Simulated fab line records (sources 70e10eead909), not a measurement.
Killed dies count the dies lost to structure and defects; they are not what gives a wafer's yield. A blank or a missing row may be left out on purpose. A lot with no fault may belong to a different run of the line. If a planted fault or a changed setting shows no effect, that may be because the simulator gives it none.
Chamber matching | flow nand-harc | NHARC_A_DECK1_JOINT_ETCHBACK_07 on rie-si-05: 4 sister chambers
The step etches the open film in HBr, target depth 105 nm, time 26.9 s. 15 wafers are shown with their chamber, then 7 later ones without.

## WAFERS WITH THEIR CHAMBER
wafer  | chamber | oes-product-au (a.u.) | throttle-valve-pct (%)
L245.2 | 2       | 0.998                 | 23.263
L245.4 | 3       | 0.995                 | 23.260
L245.5 | 0       | 1.019                 | 23.264
L246.1 | 0       | 1.023                 | 23.275
L246.2 | 1       | 0.989                 | 23.262
L246.6 | 1       | 0.992                 | 23.278
L249.1 | 2       | 0.985                 | 23.260
L249.4 | 3       | 0.999                 | 23.263
L249.5 | 1       | 1.004                 | 23.257
L250.3 | 2       | 1.013                 | 23.256
L250.4 | 3       | 1.004                 | 23.269
L250.5 | 3       | 0.995                 | 23.258
L251.3 | 2       | 0.997                 | 23.250
L251.4 | 1       | 1.024                 | 23.265
L251.6 | 2       | 1.002                 | 23.268

SIGNATURES (means of the wafers above)
reading            | chamber 0 | chamber 1 | chamber 2 | chamber 3 | scatter within a chamber
oes-product-au     | 1.02100   | 1.00225   | 0.99900   | 0.99825   | 0.0106
throttle-valve-pct | 23.26950  | 23.26550  | 23.25940  | 23.26250  | 0.00712
Rule: a wafer lies at a distance from a chamber equal to the root of the sum of squares, over the readings, of (its reading less the chamber's mean, divided by the reading's scatter). If the next closest chamber is less than 2 further off than the closest, the wafer can't be placed; otherwise it belongs to the closest. The scatter: the root of (the sum of the squares of (reading less its chamber's mean) over the shown wafers, divided by (wafers less chambers)).

## WAFERS MISSING THEIR CHAMBER
wafer  | oes-product-au (a.u.) | throttle-valve-pct (%)
L252.1 | 1.006                 | 23.268
L252.4 | 1.014                 | 23.259
L252.5 | 1.020                 | 23.278
L260.4 | 1.018                 | 23.272
L260.6 | 1.017                 | 23.252
L264.4 | 1.016                 | 23.273
L264.6 | 1.007                 | 23.264

## CHAMBER TAKEN BY EACH
wafer  | from the rows above               | in truth
L252.1 | can't be placed: 1 or 3 or 2 or 0 | 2
L252.4 | can't be placed: 2 or 1 or 3 or 0 | 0
L252.5 | can't be placed: 0 or 1 or 3      | 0
L260.4 | can't be placed: 0 or 1 or 3      | 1
L260.6 | can't be placed: 2 or 3 or 1 or 0 | 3
L264.4 | can't be placed: 0 or 1 or 3 or 2 | 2
L264.6 | can't be placed: 1 or 3 or 2 or 0 | 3
0 of 7 placed correctly. Not placeable from these rows: 7 (in 7, the candidates include the true chamber). Placed wrongly: 0.
